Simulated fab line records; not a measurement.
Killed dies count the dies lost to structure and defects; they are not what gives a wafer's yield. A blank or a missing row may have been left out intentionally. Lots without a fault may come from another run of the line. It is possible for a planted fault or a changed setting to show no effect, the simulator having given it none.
Matching of chambers    flow nand harc    4 sister chambers for NHARC_P_CONTACT_STRIP_28 on rie diel-02
The step strips in O2. 16 wafers are shown with their chamber, then 8 later ones without.

== WAFERS WITH THEIR CHAMBER ==
wafer   chamber  showerhead plenum p Torr (Torr)  drypump motor current A (A)  oes product au (a.u.)
L074.2  0        3.39                             5.9                          1.013
L074.4  2        3.61                             6.2                          0.999
L074.6  2        3.61                             6.3                          1.004
L076.1  3        3.76                             5.5                          1.006
L076.2  0        3.39                             5.9                          1.017
L076.6  1        3.63                             5.1                          1.001
L077.2  3        3.76                             5.5                          1.008
L077.4  0        3.39                             5.9                          1.026
L077.5  2        3.61                             6.2                          0.997
L083.2  0        3.39                             5.9                          0.999
L083.5  3        3.76                             5.5                          0.999
L083.6  2        3.61                             6.2                          0.984
L086.1  1        3.62                             5.0                          0.993
L086.2  0        3.39                             5.9                          1.012
L086.5  1        3.62                             5.0                          0.987
L085.2  0        3.39                             5.9                          1.007

SIGNATURES (averages over the wafers above)
reading                   chamber 0  chamber 1  chamber 2  chamber 3  scatter within a chamber
showerhead plenum p Torr  3.3900     3.6233     3.6100     3.7600     0.00236
drypump motor current A   5.900      5.033      6.225      5.500      0.0344
oes product au            1.01233    0.99367    0.99600    1.00433    0.00805
Rule: a wafer's distance from a chamber is the root of the sum, over the readings, of the square of ((its reading less the chamber's mean) divided by the reading's scatter). The wafer belongs to the nearest chamber; if the next one is less than 2 further off, it can't be placed. The scatter is the square root of a quotient: the sum, over the shown wafers, of each reading's squared deviation from its chamber's mean, divided by wafers minus chambers.

== WAFERS WHOSE CHAMBER IS MISSING ==
wafer   showerhead plenum p Torr (Torr)  drypump motor current A (A)  oes product au (a.u.)
L085.3  3.76                             5.5                          0.986
L085.5  3.39                             5.9                          1.007
L091.2  3.62                             5.1                          0.996
L091.4  3.61                             6.2                          0.977
L091.6  3.61                             6.3                          0.972
L090.2  3.61                             6.2                          0.978
L090.4  3.39                             5.9                          1.018
L090.5  3.39                             5.8                          1.012

== THE CHAMBER EACH PASSED THROUGH ==
wafer   from the rows above  in truth
L085.3  3                    3
L085.5  0                    0
L091.2  1                    1
L091.4  2                    2
L091.6  2                    2
L090.2  2                    2
L090.4  0                    0
L090.5  0                    0
Correct placement for 8 of the 8. Left unplaced by these rows: 0. Placed wrongly: 0.
